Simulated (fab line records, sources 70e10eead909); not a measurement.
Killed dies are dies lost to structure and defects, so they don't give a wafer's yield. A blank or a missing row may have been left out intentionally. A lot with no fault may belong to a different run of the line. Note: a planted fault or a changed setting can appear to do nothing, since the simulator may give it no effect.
fab line records	flow nandHarc
[record] lots = 11	wafers = 33	lastDay = 33
route steps=1302 shown A_STAIRCASE@717 END@1302
lots that met no fault: from a run of the same line without faults
startH: hours from the record's first day to the start of the lot's first wafer shown	waitH: hours elapsed since this lot's preceding step	" same as the row above	L1.1+2: a row that stands for several wafers	- value missing, or start not given	* or withheld: withheld	< > ~ a bound
route shown NAME@n: NAME is a module with steps in the file, n the number in the route of the first one	usual: the fault-free wafers' mean and standard deviation	same: alike in all rows	chamber/n: place in a boat	sites: readings site by site	_std_site: standard deviation across them	_edge_site: the outer-site mean with the inner-site mean subtracted	radiusMm: for every site, how far away it sits from the centre of the wafer	mask NAME#n: copy n	behind: the last tool/chamber to shape the wafer	hold: why the lot went on hold/how many hours it stayed there/how the hold came to an end	device: which transistor (n, p or np) failed to switch	end of line: the route-end tests of the same wafers	step lacking rows: just its recipe	killed: dies lost to structure and defects at the first sort, not the wafer's yield	map: dies across one wafer; x = killed, . = not, _ = none there
set.NAME: the setting that was run; set.NAME@STEP: the one run at that earlier step	model.NAME: the simulator's own value behind a step, which no gauge read
a sample of lots followed through the steps of the route, with each step as a table and each wafer as a row
services: the hour from which a tool's chamber was out of use, counted from the record's first day as startH (under 0 if before that day), plus the number of hours and why
[[steps]]
[step NHARC_A_STAIRCASE_ETCH_203]
[recipe] targetDepthA = 1000	timeS = 40.5	ionEnergyEv = 400	c4f8FlowSccm = 20	o2FlowSccm = 10	arFlowSccm = withheld	rfW = 600	biasW = 1000	chemistry = C4F8/O2
[usual] oesProductAu = 0.944/0.011	rfVppV = 897/6.1
lot.wafer	tool	chamber	startH	waitH	oesProductAu	rfHoursCounterH	rfVppV
L976.2	rieDiel-11	0	-	-	0.949	26	903
L976.4	"	1	"	"	0.947	27	899
L976.6	"	2	"	"	0.950	-	889
L978.3	rieDiel-02	3	-	-	0.944	58	897
L978.1	"	0	"	"	0.924	51	890
L978.4	"	1	"	"	0.945	52	902
L979.1	rieDiel-02	0	-	-	0.921	1	889
L979.6	"	1	"	"	0.931	-	904
L979.5	"	2	"	"	0.940	-	899
L983.4	rieDiel-02	2	-	-	0.941	18	899
L983.2	"	3	"	"	0.941	20	895
L983.6	"	1	"	"	0.953	-	904
L986.1	rieDiel-02	1	-	-	0.943	22	903
L986.2	"	2	"	"	0.939	22	900
L986.6	"	1	"	"	0.949	-	903
L987.4	rieDiel-10	1	-	-	0.946	18	891
L987.6	"	0	"	"	0.926	-	900
L987.5	"	1	"	"	0.938	-	891
L989.1	rieDiel-11	0	-	-	0.957	14	903
L989.3	"	2	"	"	0.942	14	905
L989.5	"	1	"	"	0.954	-	898
L995.3	rieDiel-02	0	-	-	0.937	55	886
L995.6	"	0	"	"	0.932	-	887
L995.5	"	1	"	"	0.964	-	902
L996.1	rieDiel-10	1	-	-	0.946	46	889
L996.2	"	0	"	"	0.935	47	899
L996.6	"	1	"	"	0.943	-	889
L998.3	rieDiel-10	3	-	-	0.952	48	898
L998.4	"	1	"	"	0.949	57	890
L998.6	"	0	"	"	0.954	-	899
L997.2	rieDiel-10	2	-	-	0.962	60	906
L997.6	"	1	"	"	0.962	-	889
L997.5	"	2	"	"	0.953	-	906
[step NHARC_A_STAIRCASE_DESCUM_219]
[recipe] timeS = 3	o2FlowSccm = 200	arFlowSccm = 0	biasPowerW = 0	chemistry = O2
[usual] drypumpMotorCurrentA = 5.8/0.5	oesProductAu = 0.998/0.011	rfVppV = 57.7/0.91	showerheadPlenumPTorr = 1.93/0.097	throttleValvePct = 11.311/0.0092
lot.wafer	tool	chamber	startH	waitH	drypumpMotorCurrentA	oesProductAu	rfHoursCounterH	rfVppV	showerheadPlenumPTorr	throttleValvePct
L976.4	rieDiel-02	0	369.35	-	6.0	0.985	46	56.9	1.80	11.314
L976.2	"	1	"	"	5.3	1.000	45	58.4	2.04	11.307
L976.6	"	3	"	"	5.3	1.016	-	57.8	1.90	11.310
L978.1	rieDiel-10	0	389.09	-	5.5	1.017	51	59.3	1.98	11.309
L978.3	"	2	"	"	5.1	1.000	47	57.7	1.77	11.316
L978.4	"	3	"	"	6.8	1.002	-	58.1	1.99	11.305
L979.1	rieDiel-11	1	407.03	-	5.4	1.012	44	57.4	1.96	11.303
L979.6	"	1	"	"	5.4	1.008	-	58.5	1.96	11.301
L979.5	"	2	"	"	6.1	0.995	-	58.5	1.76	11.318
L983.2	rieDiel-02	2	449.77	-	6.2	0.993	18	59.0	1.97	11.306
L983.4	"	3	"	"	5.3	1.015	20	58.8	1.90	11.321
L983.6	"	0	"	"	6.0	0.977	-	59.1	1.79	11.301
L986.1	rieDiel-02	2	465.04	-	6.2	1.001	23	59.4	1.97	11.307
L986.2	"	0	"	"	6.0	0.977	25	57.0	1.79	11.321
L986.6	"	1	"	"	5.3	1.012	-	57.8	2.03	11.301
L987.4	rieDiel-11	2	478.73	-	6.1	1.002	11	59.6	2.07	11.313
L987.5	"	2	"	"	6.1	0.995	-	56.6	2.07	11.315
L987.6	"	3	"	"	6.3	0.980	-	57.7	1.81	11.330
L989.1	rieDiel-02	0	504.78	-	6.0	0.990	35	56.7	1.79	11.311
L989.3	"	3	"	"	5.3	1.012	34	57.7	1.89	11.309
L989.5	"	0	"	"	6.0	0.981	-	56.7	1.79	11.321
L995.3	rieDiel-02	2	566.50	-	6.2	0.989	58	58.1	1.96	11.312
L995.5	"	3	"	"	5.3	1.005	-	57.3	1.88	11.319
L995.6	"	0	"	"	6.0	0.977	-	58.5	1.78	11.312
L996.1	rieDiel-02	1	567.61	-	5.3	0.997	56	58.9	2.02	11.316
L996.2	"	3	"	"	5.3	0.994	56	57.4	1.88	11.315
L996.6	"	0	"	"	6.0	0.986	-	57.2	1.78	11.309
L998.3	rieDiel-02	0	583.20	-	6.0	1.009	1	56.5	1.78	11.329
L998.4	"	2	"	"	6.3	0.990	1	58.0	1.96	11.327
L998.6	"	3	"	"	5.3	0.996	-	56.9	1.88	11.317
L997.2	rieDiel-02	0	583.42	-	6.0	0.997	1	55.7	1.78	11.305
L997.5	"	2	"	"	6.2	0.986	-	57.8	1.96	11.307
L997.6	"	3	"	"	5.3	0.986	-	56.1	1.88	11.322
[step NHARC_A_STAIRCASE_TRIM_224]
[recipe] timeS = 211.2	o2FlowSccm = 500	arFlowSccm = 0	biasW = 0	chemistry = O2
[usual] biasW = 0/0	chamberPressureMTorr = 60.00/0.06	drypumpMotorCurrentA = 5.8/0.5	oesProductAu = 0.999/0.01	rfVppV = 57.8/0.97	showerheadPlenumPTorr = 3.56/0.16	throttleValvePct = 17.036/0.0083
lot.wafer	tool	chamber	startH	waitH	biasW	chamberPressureMTorr	drypumpMotorCurrentA	oesProductAu	rfHoursCounterH	rfVppV	showerheadPlenumPTorr	throttleValvePct
L976.4	rieDiel-02	1	370.14	-	0	59.99	5.3	0.994	46	58.6	3.74	17.037
L976.2	"	3	"	"	0	59.98	5.3	1.011	53	57.5	3.51	17.041
L976.6	"	0	"	"	0	60.08	6.0	0.995	-	57.5	3.34	17.047
L978.1	rieDiel-10	2	389.72	-	0	59.95	5.2	0.994	47	55.9	3.29	17.041
L978.3	"	0	"	"	0	60.03	5.5	1.015	51	58.0	3.64	17.032
L978.4	"	2	"	"	0	60.13	5.2	0.997	-	58.3	3.29	17.032
L979.1	rieDiel-11	3	407.61	-	0	60.00	6.3	1.006	42	58.3	3.36	17.030
L979.6	"	1	"	"	0	60.00	5.4	1.010	-	58.0	3.61	17.028
L979.5	"	2	"	"	0	60.03	6.0	1.013	-	56.8	3.27	17.033
L983.2	rieDiel-02	1	450.30	-	0	60.07	5.3	1.009	16	58.3	3.73	17.025
L983.4	"	3	"	"	0	59.90	5.3	1.007	20	56.7	3.50	17.032
L983.6	"	2	"	"	0	59.95	6.3	0.991	-	58.3	3.63	17.021
L986.2	rieDiel-02	2	465.68	-	-	-	-	-	-	-	-	-
L986.1	"	0	"	"	-	-	-	-	-	-	-	-
L986.6	"	0	"	"	-	-	-	-	-	-	-	-
L987.4	rieDiel-11	2	479.30	-	-	-	-	-	-	-	-	-
L987.5	"	0	"	"	-	-	-	-	-	-	-	-
L987.6	"	1	"	"	-	-	-	-	-	-	-	-
L989.3	rieDiel-02	1	505.33	-	-	-	-	-	-	-	-	-
L989.1	"	2	"	"	-	-	-	-	-	-	-	-
L989.5	"	1	"	"	-	-	-	-	-	-	-	-
L995.3	rieDiel-02	1	567.02	-	0	59.98	5.3	1.002	56	57.6	3.70	17.024
L995.5	"	1	"	"	0	59.99	5.3	1.003	-	58.2	3.70	17.050
L995.6	"	2	"	"	0	60.17	6.3	0.990	-	59.3	3.61	17.038
L996.1	rieDiel-02	3	568.17	-	0	59.89	5.3	1.007	56	57.5	3.48	17.041
L996.2	"	0	"	"	0	59.97	6.0	0.997	55	57.1	3.30	17.029
L996.6	"	2	"	"	0	60.05	6.3	0.993	-	58.4	3.61	17.041
L998.3	rieDiel-02	1	583.84	-	0	60.01	5.3	1.006	1	59.3	3.70	17.027
L998.4	"	3	"	"	0	59.98	5.3	0.996	1	57.3	3.48	17.025
L998.6	"	1	"	"	0	59.94	5.3	0.991	-	56.9	3.70	17.038
L997.2	rieDiel-02	2	584.07	-	0	59.97	6.3	0.992	1	58.0	3.61	17.034
L997.6	"	3	"	"	0	60.02	5.3	0.993	-	57.8	3.48	17.036
L997.5	"	0	"	"	0	59.96	6.0	0.994	-	57.4	3.30	17.020
[step NHARC_A_STAIRCASE_TRIM_226]
[recipe] timeS = 211.2	o2FlowSccm = 500	arFlowSccm = 0	biasW = 0	chemistry = O2
[usual] chamberPressureMTorr = 60.01/0.058	drypumpMotorCurrentA = 5.8/0.51	oesProductAu = 0.998/0.01	rfVppV = 57.8/1	showerheadPlenumPTorr = 3.57/0.16	throttleValvePct = 17.036/0.0088
[same] biasW = 0
lot.wafer	tool	chamber	startH	waitH	chamberPressureMTorr	drypumpMotorCurrentA	oesProductAu	rfHoursCounterH	rfVppV	showerheadPlenumPTorr	throttleValvePct
L976.4	rieDiel-02	1	-	-	60.03	5.3	0.995	46	56.8	3.74	17.037
L976.2	"	3	"	"	59.93	5.3	0.999	53	58.5	3.51	17.041
L976.6	"	1	"	"	60.05	5.4	0.985	-	57.9	3.74	17.042
L978.3	rieDiel-10	3	-	-	59.94	6.7	1.011	50	56.9	3.66	17.038
L978.1	"	0	"	"	59.95	5.5	1.018	51	59.0	3.64	17.037
L978.4	"	2	"	"	60.08	5.1	1.002	-	56.8	3.29	17.046
L979.1	rieDiel-11	3	-	-	60.01	6.2	0.999	42	56.3	3.36	17.048
L979.6	"	2	"	"	59.90	6.0	1.003	-	56.5	3.27	17.019
L979.5	"	3	"	"	59.97	6.2	0.995	-	57.1	3.36	17.043
L983.4	rieDiel-02	2	-	-	60.03	6.3	0.983	18	57.6	3.63	17.029
L983.2	"	0	"	"	60.06	6.0	0.976	18	57.8	3.32	17.023
L983.6	"	3	"	"	60.01	5.3	0.990	-	56.7	3.50	17.034
L986.1	rieDiel-02	1	-	-	60.04	5.3	1.000	23	58.6	3.72	17.037
L986.2	"	2	"	"	60.08	6.2	1.005	23	56.7	3.63	17.045
L986.6	"	2	"	"	60.07	6.2	1.000	-	55.1	3.63	17.016
L987.4	rieDiel-11	0	-	-	59.90	5.4	1.010	10	57.8	3.72	17.042
L987.6	"	0	"	"	59.95	5.4	1.012	-	56.8	3.72	17.038
L987.5	"	1	"	"	60.01	5.4	1.006	-	56.8	3.60	17.041
L989.1	rieDiel-02	2	-	-	60.09	6.3	0.997	35	55.3	3.62	17.035
L989.3	"	0	"	"	60.04	6.0	0.980	35	56.5	3.32	17.035
L989.5	"	2	"	"	60.00	6.3	1.004	-	57.4	3.62	17.027
L995.3	rieDiel-02	0	-	-	60.04	6.0	0.975	55	56.3	3.30	17.034
L995.6	"	1	"	"	59.94	5.3	0.998	-	56.6	3.70	17.024
L995.5	"	2	"	"	59.97	6.3	0.982	-	58.1	3.61	17.043
L996.2	rieDiel-02	3	-	-	60.04	5.3	0.993	56	56.4	3.48	17.022
L996.1	"	1	"	"	60.03	5.3	1.004	57	58.5	3.70	17.039
L996.6	"	3	"	"	59.98	5.3	0.986	-	57.7	3.48	17.019
L998.3	rieDiel-02	1	-	-	59.98	5.3	0.999	2	59.4	3.70	17.029
L998.4	"	3	"	"	60.07	5.3	1.001	1	58.2	3.48	17.021
L998.6	"	1	"	"	59.99	5.3	0.997	-	57.5	3.70	17.043
L997.2	rieDiel-02	2	-	-	60.03	6.2	0.982	2	56.8	3.61	17.051
L997.5	"	2	"	"	59.95	6.3	0.990	-	58.4	3.61	17.045
L997.6	"	3	"	"	60.03	5.3	0.985	-	58.3	3.48	17.041
[step NHARC_END_SORT_01]
[recipe] tempC = 25
[usual] killedAtArray = 55/12	killedAtOther = 1.0/1.2	killedAtPeriphery = 3.9/2.6	killedDies = 60/12	killedOpen = 3.3/1.9	killedShort = 2.5/1.8
[same] grossDies = 677
lot.wafer	tool	chamber	startH	waitH	killedAtArray	killedAtOther	killedAtPeriphery	killedDies	killedOpen	killedShort
L986.1	prober-01	0	664.15	2.5	667	1	9	677	4	8
L986.2	prober-01	0	664.96	2.8	671	2	4	677	1	3
L986.6	prober-01	0	668.17	4.0	673	2	2	677	6	3
L987.4	prober-01	0	674.40	3.4	675	1	1	677	3	5
L987.5	prober-01	0	675.21	3.7	672	0	5	677	6	1
L987.6	prober-01	0	676.02	4.0	676	0	1	677	4	1
L989.1	prober-01	0	705.69	2.5	672	0	5	677	5	3
L989.3	prober-01	0	707.30	3.1	676	0	1	677	5	5
L989.5	prober-01	0	708.90	3.7	674	0	3	677	4	2
// killed by level:class
L986.1 A_STAIRCASE:areaTrim=622 A_SLIT:chamberFilmFlake=24 A_CHANNEL_HOLE_D1:chamberFilmFlake=8 A_CHANNEL_HOLE_D2:chamberFilmFlake=3 A_ONON_D1:geometricParticle:short=2 A_CHANNEL_FILL_D1:geometricParticle:short=2 P_ZERO_WELL:chamberFilmFlake=2 P_M0:geometricParticle:short=1
L986.2 A_STAIRCASE:areaTrim=629 A_SLIT:chamberFilmFlake=30 A_CHANNEL_HOLE_D1:chamberFilmFlake=6 P_STI:chamberFilmFlake=2 A_CONTACT:chamberFilmFlake=2 P_M1:geometricParticle:short=1 A_SGD_CUT:geometricParticle:short=1 A_WL_FILL:geometricParticle:open=1
L986.6 A_STAIRCASE:areaTrim=628 A_SLIT:chamberFilmFlake=29 A_CHANNEL_HOLE_D1:chamberFilmFlake=4 THIN_TSV:chamberFilmFlake=2 P_M1:geometricParticle:open=1 A_ONON_D1:geometricParticle:open=1 A_ONON_D1:geometricParticle:short=1 A_CHANNEL_FILL_D1:geometricParticle:open=1
L987.4 A_STAIRCASE:areaTrim=627 A_CHANNEL_HOLE_D1:chamberFilmFlake=28 A_CONTACT:chamberFilmFlake=8 A_M0:chamberFilmFlake=2 P_M2:geometricParticle:open=1 A_ONON_D1:geometricParticle:open=1 A_CHANNEL_FILL_D1:geometricParticle:short=1 A_ONON_D2:geometricParticle:short=1
L987.5 A_STAIRCASE:areaTrim=634 A_CHANNEL_HOLE_D1:chamberFilmFlake=23 A_CONTACT:chamberFilmFlake=7 P_M0:geometricParticle:open=3 A_SLIT:chamberFilmFlake=2 A_STAIRCASE:chamberFilmFlake=2 P_GATE:geometricParticle:short=1 P_CONTACT:geometricParticle:open=1
L987.6 A_STAIRCASE:areaTrim=635 A_CHANNEL_HOLE_D1:chamberFilmFlake=28 A_CONTACT:chamberFilmFlake=6 P_M0:geometricParticle:open=1 A_DECK1_JOINT:geometricParticle:open=1 A_WL_FILL:geometricParticle:open=1 A_WL_FILL:geometricParticle:short=1 A_CONTACT:geometricParticle:open=1
L989.1 A_STAIRCASE:areaTrim=634 A_CHANNEL_HOLE_D2:chamberFilmFlake=17 A_CHANNEL_HOLE_D1:chamberFilmFlake=6 A_SLIT:chamberFilmFlake=3 P_GATE:geometricParticle:open=2 A_CHANNEL_FILL_D1:geometricParticle:short=2 A_ZERO_WELL:chamberFilmFlake=2 A_CONTACT:chamberFilmFlake=2
L989.3 A_STAIRCASE:areaTrim=626 A_CHANNEL_HOLE_D2:chamberFilmFlake=24 A_CHANNEL_HOLE_D1:chamberFilmFlake=6 A_SLIT:chamberFilmFlake=3 A_DECK1_JOINT:geometricParticle:open=2 A_WL_FILL:geometricParticle:short=2 A_SGD_CUT:chamberFilmFlake=2 A_CONTACT:chamberFilmFlake=2
L989.5 A_STAIRCASE:areaTrim=631 A_CHANNEL_HOLE_D2:chamberFilmFlake=19 A_CHANNEL_HOLE_D1:chamberFilmFlake=8 A_CONTACT:chamberFilmFlake=5 A_SLIT:chamberFilmFlake=4 A_CHANNEL_FILL_D2:chamberFilmFlake=2 P_STI:geometricParticle:short=1 P_M2:geometricParticle:open=1
[[services]]
tool	chamber	startH	hours	kind
rieDiel-02	0	350.84	-	clean
rieDiel-02	1	350.84	-	clean
rieDiel-02	2	350.84	-	clean
rieDiel-02	3	350.84	-	clean
rieDiel-02	0	375.34	-	clean
rieDiel-02	1	375.34	-	clean
rieDiel-02	2	375.34	-	clean
rieDiel-02	3	375.34	-	clean
rieDiel-10	1	384.00	18.2	repair
rieDiel-02	-	394.10	9.0	pm
rieDiel-02	0	394.10	9.0	ventCycle
rieDiel-02	1	394.10	9.0	ventCycle
rieDiel-02	2	394.10	9.0	ventCycle
rieDiel-02	3	394.10	9.0	ventCycle
rieDiel-02	0	403.10	-	clean
rieDiel-02	0	403.10	-	consumableReplace:focusRing
rieDiel-02	1	403.10	-	clean
rieDiel-10	-	421.83	9.0	pm
rieDiel-11	-	434.43	9.0	pm
rieDiel-10	1	444.88	5.8	repair
rieDiel-11	2	494.38	2.8	repair
rieDiel-02	-	529.25	1.3	repair
rieDiel-11	2	531.46	11.6	repair
rieDiel-10	3	562.48	11.0	repair
[[key]]
[firstSign] step = NHARC_A_STAIRCASE_TRIM_224	reading = toolRecord	direction = missing
[effect] step = NHARC_END_SORT_01	reading = killedDies	direction = up	sigmas = 52	usual = 60	struck = 677
[moreKillsBornAt] NHARC_A_STAIRCASE_TRIM_224@rieDiel-02 = 3771	NHARC_A_STAIRCASE_TRIM_224@rieDiel-11 = 1896
metAt NHARC_A_STAIRCASE_TRIM_224
struckLots L986,L987,L989
laterRowsLeftOut L986.1,L986.2,L986.6,L987.4,L987.5,L987.6,L989.1,L989.3,L989.5
testerLeftOut L986,L987,L989
notActingAt NHARC_A_STAIRCASE_ETCH_203,NHARC_A_STAIRCASE_DESCUM_219,NHARC_A_STAIRCASE_TRIM_226
onsetBetween 450.30 465.68
[fault] kind = skippedStepWhole	tool = rieDiel-02,rieDiel-11	chamber = -	onsetH = 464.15	steps = NHARC_A_STAIRCASE_TRIM_224	scope = struckLotsOnly
// testerLeftOut: of these lots the tester's yield and bins aren't shown, on N5 and GAA mostly nor the transistor test; their killed dies are dies lost to structure and defects alone, not to doping, threshold or leakage, so they don't give the yield
// laterRowsLeftOut: the simulator's readings of these wafers behind a module that went badly wrong aren't trusted and aren't shown, but for the sort
